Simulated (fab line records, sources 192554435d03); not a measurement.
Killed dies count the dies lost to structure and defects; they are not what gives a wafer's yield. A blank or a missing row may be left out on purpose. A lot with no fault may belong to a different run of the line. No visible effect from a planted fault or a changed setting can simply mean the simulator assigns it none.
Chamber matching | flow n5 finfet | N5_BEOL_M4_STRIP_66 on rie diel-01 has 4 sister chambers
The step strips in CF4. 8 wafers are shown with their chamber, then 12 later ones without.

WAFERS PAIRED WITH THEIR CHAMBERS
wafer  | chamber | drypump motor current A (A) | throttle valve pct (%)
L080.4 | 2       | 5.6                         | 13.35
L083.6 | 0       | 5.6                         | 13.64
L085.1 | 0       | 5.7                         | 13.63
L085.2 | 1       | 5.5                         | 13.02
L085.6 | 2       | 5.6                         | 13.36
L087.3 | 3       | 4.8                         | 13.18
L087.4 | 1       | 5.5                         | 13.06
L087.5 | 3       | 4.8                         | 13.13

WAFERS WHOSE CHAMBER IS MISSING
wafer  | drypump motor current A (A) | throttle valve pct (%)
L090.4 | 5.6                         | 13.67
L090.5 | 5.6                         | 13.42
L090.6 | 5.6                         | 13.05
L089.2 | 4.8                         | 13.18
L089.5 | 4.8                         | 13.17
L089.6 | 5.7                         | 13.66
L092.1 | 5.6                         | 13.66
L092.2 | 5.6                         | 13.41
L092.5 | 5.6                         | 13.68
L093.1 | 5.5                         | 13.08
L093.4 | 5.6                         | 13.44
L093.5 | 5.6                         | 13.42

THE CHAMBER EACH PASSED THROUGH
wafer  | from the rows above | in truth
L090.4 | 0                   | 0
L090.5 | 2                   | 2
L090.6 | 1                   | 1
L089.2 | 3                   | 3
L089.5 | 3                   | 3
L089.6 | 0                   | 0
L092.1 | 0                   | 0
L092.2 | 2                   | 2
L092.5 | 0                   | 0
L093.1 | 1                   | 1
L093.4 | 2                   | 2
L093.5 | 2                   | 2
12 of 12 placed correctly. Left unplaced by these rows: 0. Placed wrongly: 0.
How it was worked out, from the rows above alone: a wafer's distance from a chamber is the root of the sum, over the readings, of the square of ((its reading less the chamber's mean) divided by the reading's scatter). If the next closest chamber is less than 2 further off than the closest, the wafer can't be placed; otherwise it belongs to the closest. For every chamber, the mean is computed from those of its wafers that are shown. The scatter: take each reading less its chamber's mean, square it, sum over the shown wafers, divide by the number of wafers less the number of chambers, and take the root.
